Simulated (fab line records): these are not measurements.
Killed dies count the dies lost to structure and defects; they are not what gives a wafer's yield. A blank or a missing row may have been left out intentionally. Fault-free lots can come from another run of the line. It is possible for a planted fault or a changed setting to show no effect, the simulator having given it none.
Comparing a struck lot with a sound one || flow nand_harc || 24 steps out of a route of 1302
Sound: these wafers, L435.1, L435.3, L435.5. The struck wafers were L443.2, L443.4, L443.5. Last of all comes the cause.
At each step with rows: each side's tool, then ch and its chambers, then its first start. Under that, the readings that differ: sound wafers || struck wafers || difference of the means || sigmas: that difference in standard deviations of wafers without a fault.
alike: a reading whose means differ by less than 2 such deviations, as well as words and numbers matching on both sides. not compared: withheld readings; readings where some wafer has no value; bounds like >300 that might hide an equal value; numbers whose values overlap and for which the record gives no deviation.
The two part at a step that has a row with sigmas, a row that says differs or no value, or rows on one side only. Numbers that have no deviation but don't overlap get no sigmas and don't part them. A reading that every wafer of one side lacks parts them only if that side has two wafers or more.

NHARC_P_M0_INSPECT_27:
  sound on defect_inspect-01 at day 7 23:07; struck on defect_inspect-02 at day 11 13:44
  alike: raw_defect_count
NHARC_P_M0_PRE_CLEAN_31: time 12 s.
  sound on pecvd-03 ch 1,2, day 7 23:11; struck on pecvd-03 ch 0,1, day 11 13:49
  alike: heater_power_w
NHARC_P_M0_DEP_32: deposits SiCN, target thk 30 nm.
  sound on pecvd-03 ch 1,2, day 7 23:16; struck on pecvd-03 ch 0,1, day 11 13:56
  alike: heater_power_w
then, 8 steps without rows for these wafers: NHARC_P_M1_DEP_00 (deposits SiOC, target thk 182.5 nm); NHARC_P_M1_DEHYDRATE_01 (time 120 s); NHARC_P_M1_HMDS_02 (time 30 s); NHARC_P_M1_COAT_34 (time 65 s); NHARC_P_M1_COAT_03 (resist thk 90 nm); NHARC_P_M1_SOFTBAKE_04 (time 55 s); NHARC_P_M1_EBR_05; NHARC_P_M1_EXPOSE_06 (exposes mask P M1, target cd 130 nm).
NHARC_P_M1_PEB_07: peb time 65 s.
  sound on litho_track-01 ch 0, day 8 00:25; struck on litho_track-06 ch 0, day 11 15:02
{"reading": "heater_power_total_W (W)", "sound": "156.9 157.1 156.6", "struck": "175.8 175.3 175.6", "difference": "+18.7", "sigmas": "+47"}
then, 1 step without rows for these wafers: NHARC_P_M1_DEVELOP_08 (develop time 35 s).
NHARC_P_M1_CD_MEAS_09: the cd target is 130 nm.
  sound on cd_sem-02 ch 0, day 8 00:29; struck on cd_sem-03 ch 0, day 11 15:07
{"reading": "cd_nm (nm)", "sound": "130.4 130.4 129.6", "struck": "121.0 121.8 121.6", "difference": -8.7, "sigmas": -9}
NHARC_P_M1_OVL_MEAS_10: pitch 260 nm.
  sound on overlay-02 at day 8 00:35; struck on overlay-01 at day 11 15:12
  alike: overlay_x_nm, overlay_y_nm
NHARC_P_M1_INSPECT_11:
  sound on defect_inspect-01 at day 8 00:37; struck on defect_inspect-02 at day 11 15:14
  alike: raw_defect_count
NHARC_P_M1_DESCUM_14: chemistry O2, time 3 s.
  sound on rie_diel-06 ch 0,1,2, day 8 00:40; struck on rie_diel-03 ch 0,1, day 11 15:18
{"reading": "model.P_M1.cd_nm (nm)", "sound": "130.3 130 129.7", "struck": "120.8 121.4 122", "difference": -8.6, "sigmas": ""}
  alike: drypump_motor_current_A, o2_flow_sccm, oes_product_au, rf_vpp_V, showerhead_plenum_p_Torr, throttle_valve_pct
  not compared: rf_hours_counter_h
NHARC_P_M1_ETCH_35: etches the open film in N2/H2, target depth 40 nm, overetch 12 nm, time 43.94 s.
  sound on rie_diel-06 ch 0,2, day 8 00:47; struck on rie_diel-03 ch 0,1,3, day 11 15:23
  alike: bias_w, drypump_motor_current_A, h2_flow_sccm, oes_product_au, rf_vpp_V, showerhead_plenum_p_Torr, throttle_valve_pct
  not compared: rf_hours_counter_h
NHARC_P_M1_ETCH_15: etches the open film in C4F8/Ar, target depth 182.5 nm, time 91.2 s.
  sound on rie_diel-06 ch 0,1; struck on rie_diel-03 ch 1,2,3
  alike: bias_w, oes_product_au, rf_vpp_V
  not compared: rf_hours_counter_h
NHARC_P_M1_CD_MEAS_16:
  sound on cd_sem-01 at day 8 01:01; struck on cd_sem-03 at day 11 15:37
{"reading": "cd_nm (nm)", "sound": "129.9 130.4 130.0", "struck": "121.0 121.6 122.6", "difference": -8.4, "sigmas": -7}
NHARC_P_M1_STRIP_18: strips in N2/H2.
  sound on rie_diel-06 ch 0,2, day 8 01:08; struck on rie_diel-06 ch 2,3, day 11 15:41
  alike: drypump_motor_current_A, h2_flow_sccm, oes_product_au, rf_vpp_V, showerhead_plenum_p_Torr, throttle_valve_pct
  not compared: rf_hours_counter_h
NHARC_P_M1_ETCH_28: etches the open film in CF4/N2, target depth 30 nm, time 72.99 s.
  sound on rie_diel-06 ch 0,1; struck on rie_diel-06 ch 0,1,3
{"reading": "model.P_M1.cd_nm (nm)", "sound": "130.3 129.5 129.8", "struck": "120.2 120.6 121.5", "difference": -9.1, "sigmas": ""}
  alike: bias_w, drypump_motor_current_A, oes_product_au, rf_vpp_V, showerhead_plenum_p_Torr, throttle_valve_pct
  not compared: rf_hours_counter_h
then, 2 steps without rows for these wafers: NHARC_P_M1_STRIP_19 (strips in post etch residue remover, time 600 s); NHARC_END_SORT_01.

## WHERE THEY PART
Earliest at NHARC_P_M1_PEB_07; latest, in this record, at NHARC_P_M1_CD_MEAS_16. Later steps at which nothing parts them and some readings are alike: NHARC_P_M1_STRIP_18, NHARC_P_M1_ETCH_28.

WHY: what had been put in by the simulator
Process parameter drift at NHARC_P_M1_PEB_07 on litho_track-06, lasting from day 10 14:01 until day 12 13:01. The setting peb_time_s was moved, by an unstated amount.
